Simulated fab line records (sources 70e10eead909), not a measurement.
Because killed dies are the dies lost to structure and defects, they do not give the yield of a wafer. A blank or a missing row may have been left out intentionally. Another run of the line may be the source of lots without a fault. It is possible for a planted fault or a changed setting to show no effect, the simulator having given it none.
Which tool did it? ; flow nand harc ; at 1 step of a route of 1302, 11 lots with 33 wafers sampled

== WHAT THE GAUGES READ, wafer by wafer ==
NHARC_A_CONTACT_CD_MEAS_69: the cd target is 300 nm.
lot;measured;on;cd nm (nm)
L074;day 22 11:04;cd sem-03;300.0 299.9 299.5
L077;day 23 03:37;cd sem-02;300.1 299.4 298.3
L079;day 24 00:36;cd sem-01;300.8 299.9 300.3
L080;day 24 21:22;cd sem-01;298.6 299.3 300.0
L084;day 26 00:31;cd sem-01;300.4 301.0 301.1
L085;day 26 22:45;cd sem-01;300.1 300.0 299.7
L087;day 28 01:25;cd sem-01;300.8 300.1 299.8
L089;day 28 16:42;cd sem-01;300.0 299.3 300.4
L091;day 29 02:18;cd sem-02;301.3 299.8 299.9
L093;day 29 23:02;cd sem-01;299.3 299.3 299.2
L096;day 31 18:41;cd sem-01;299.4 300.6 299.2

== WHICH TOOL RAN EACH LOT (tool, then ch and the chambers of the sampled wafers, then the start) ==
The record shows no process step preceding these readings.

== THE ANSWER, worked out from the rows above alone ==
Rule: the usual values come from the lots themselves. Put in order of their means at a reading, lots are off if they are a third of the lots or fewer, leave a main group of 4 or more, and stand apart from it by a gap of 3 or more times the standard deviation of the main group's means; of several such gaps the widest counts. Not used: any main group whose means are identical at the precision the tables above print for the reading. A lot without any number at a reading at which 4 lots or more have one is off too. All remaining lots with rows at the step are treated as sound.
None of the lots is off at any reading shown; this tells nothing.

== WHAT THE SIMULATOR PUT IN ==
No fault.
